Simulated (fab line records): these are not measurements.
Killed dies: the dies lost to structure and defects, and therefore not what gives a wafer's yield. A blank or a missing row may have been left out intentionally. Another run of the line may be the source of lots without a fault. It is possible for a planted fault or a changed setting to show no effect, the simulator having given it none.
Which of the tools did it? :: flow nand harc :: 11 lots with 33 wafers sampled at 5 steps, on a route of 1302 steps

## WHAT EACH GAUGE READ, for each wafer
NHARC_END_SORT_01.
lot: L745
measured: day 28 06:38
on: prober-01
killed at array: 675 675 672

lot: L746
measured: day 28 18:31
on: prober-02
killed at array: 672 674 673

lot: L747
measured: day 29 12:00
on: prober-01
killed at array: 673 673 674

## TOOL THAT RAN EACH LOT (tool first, then ch and the chambers of the sampled wafers, then the start)
lot: L739
NHARC_A_CHANNEL_HOLE_D1_ETCH_33: har etch-02 ch 0, day 9 21:57
NHARC_A_CHANNEL_HOLE_D1_ETCH_44: rie diel-10 ch 1,3, day 9 22:40
NHARC_A_CHANNEL_FILL_D1_ALD_16: ald hk-04 ch 0,1,3, day 10 12:05
NHARC_A_CHANNEL_FILL_D1_CMP_10: cmp-01 ch 1,2, day 12 01:14

lot: L745
NHARC_A_CHANNEL_HOLE_D1_ETCH_33: har etch-01 ch 0,1, day 12 11:04
NHARC_A_CHANNEL_HOLE_D1_ETCH_44: rie diel-06 ch 0,2,3, day 12 11:49
NHARC_A_CHANNEL_FILL_D1_ALD_16: ald hk-03 ch 2,3, day 13 01:41
NHARC_A_CHANNEL_FILL_D1_CMP_10: cmp-03 ch 0,3, day 14 16:21

lot: L746
NHARC_A_CHANNEL_HOLE_D1_ETCH_33: har etch-02 ch 1, day 13 10:16
NHARC_A_CHANNEL_HOLE_D1_ETCH_44: rie diel-10 ch 0,1,2, day 13 11:12
NHARC_A_CHANNEL_FILL_D1_ALD_16: ald hk-04 ch 0,1,2, day 14 00:34
NHARC_A_CHANNEL_FILL_D1_CMP_10: cmp-03 ch 0,1,2, day 15 11:42

lot: L747
NHARC_A_CHANNEL_HOLE_D1_ETCH_33: har etch-01 ch 1, day 13 10:26
NHARC_A_CHANNEL_HOLE_D1_ETCH_44: rie diel-06 ch 1,3, day 13 11:10
NHARC_A_CHANNEL_FILL_D1_ALD_16: ald hk-03 ch 1,2,3, day 14 00:34
NHARC_A_CHANNEL_FILL_D1_CMP_10: cmp-01 ch 1,2,3, day 15 15:17

lot: L749
NHARC_A_CHANNEL_HOLE_D1_ETCH_33: har etch-02 ch 0,1, day 13 19:44
NHARC_A_CHANNEL_HOLE_D1_ETCH_44: rie diel-10 ch 0,1,3, day 13 20:29
NHARC_A_CHANNEL_FILL_D1_ALD_16: ald hk-03 ch 0,2,3, day 14 09:35
NHARC_A_CHANNEL_FILL_D1_CMP_10: cmp-02 ch 1,2,3, day 15 21:11

lot: L751
NHARC_A_CHANNEL_HOLE_D1_ETCH_33: har etch-01 ch 0, day 14 20:58
NHARC_A_CHANNEL_HOLE_D1_ETCH_44: rie diel-07 ch 0,1, day 14 21:43
NHARC_A_CHANNEL_FILL_D1_ALD_16: ald hk-02 ch 1,3, day 15 10:53
NHARC_A_CHANNEL_FILL_D1_CMP_10: cmp-02 ch 2,3, day 17 00:12

lot: L753
NHARC_A_CHANNEL_HOLE_D1_ETCH_33: har etch-01 ch 0,1, day 15 09:08
NHARC_A_CHANNEL_HOLE_D1_ETCH_44: rie diel-07 ch 0,2,3, day 15 09:52
NHARC_A_CHANNEL_FILL_D1_ALD_16: ald hk-02 ch 0,2,3, day 16 00:10
NHARC_A_CHANNEL_FILL_D1_CMP_10: cmp-01 ch 0,1,3, day 17 13:52

lot: L754
NHARC_A_CHANNEL_HOLE_D1_ETCH_33: har etch-01 ch 0, day 16 03:43
NHARC_A_CHANNEL_HOLE_D1_ETCH_44: rie diel-07 ch 0,3, day 16 04:27
NHARC_A_CHANNEL_FILL_D1_ALD_16: ald hk-02 ch 0,1,2, day 16 17:52
NHARC_A_CHANNEL_FILL_D1_CMP_10: cmp-01 ch 0,1,3, day 18 08:39

lot: L756
NHARC_A_CHANNEL_HOLE_D1_ETCH_33: har etch-01 ch 0,1, day 17 01:41
NHARC_A_CHANNEL_HOLE_D1_ETCH_44: rie diel-07 ch 0,1,2, day 17 02:29
NHARC_A_CHANNEL_FILL_D1_ALD_16: ald hk-02 ch 0,2,3, day 17 16:07
NHARC_A_CHANNEL_FILL_D1_CMP_10: cmp-01 ch 0,2,3, day 19 03:27

lot: L757
NHARC_A_CHANNEL_HOLE_D1_ETCH_33: har etch-01 ch 0,1, day 17 13:45
NHARC_A_CHANNEL_HOLE_D1_ETCH_44: rie diel-10 ch 0,1,2, day 17 14:30
NHARC_A_CHANNEL_FILL_D1_ALD_16: ald hk-02 ch 1,2,3, day 18 03:53
NHARC_A_CHANNEL_FILL_D1_CMP_10: cmp-01 ch 0,2,3, day 19 15:02

lot: L758
NHARC_A_CHANNEL_HOLE_D1_ETCH_33: har etch-02 ch 0,1, day 17 20:51
NHARC_A_CHANNEL_HOLE_D1_ETCH_44: rie diel-07 ch 0,2,3, day 17 21:35
NHARC_A_CHANNEL_FILL_D1_ALD_16: ald hk-04 ch 0,1,3, day 18 11:53
NHARC_A_CHANNEL_FILL_D1_CMP_10: cmp-01 ch 1,2,3, day 19 23:44
- NHARC_A_CHANNEL_HOLE_D1_ETCH_33: etches the open film in C4F8/O2/Ar, time 90 s, target depth 400 nm.
- NHARC_A_CHANNEL_HOLE_D1_ETCH_44: etches the open film in CF4/O2, target depth 140 nm, overetch 14 nm, time 77 s.
- NHARC_A_CHANNEL_FILL_D1_ALD_16: deposits SiO2, target thk 1.5 nm, pulse time 10 s, ald cycles 15.
- NHARC_A_CHANNEL_FILL_D1_CMP_10: polishes, target thk 150 nm.

## THE ANSWER, worked out from the rows above alone
Rule: what is usual is taken from the lots themselves. Put in order of their means at a reading, lots are off if they are a third of the lots or fewer, leave a main group of 4 or more, and stand apart from it by a gap of 3 or more times the standard deviation of the main group's means; of several such gaps the widest counts. A main group is skipped when, at the precision printed for the reading in the tables above, its means are all equal. Also off: a lot with no number at a reading for which 4 or more lots have one. All remaining lots with rows at the step are treated as sound.
No lot is off on any of the readings shown, so nothing can be concluded from this.

## WHAT HAD BEEN PUT IN BY THE SIMULATOR
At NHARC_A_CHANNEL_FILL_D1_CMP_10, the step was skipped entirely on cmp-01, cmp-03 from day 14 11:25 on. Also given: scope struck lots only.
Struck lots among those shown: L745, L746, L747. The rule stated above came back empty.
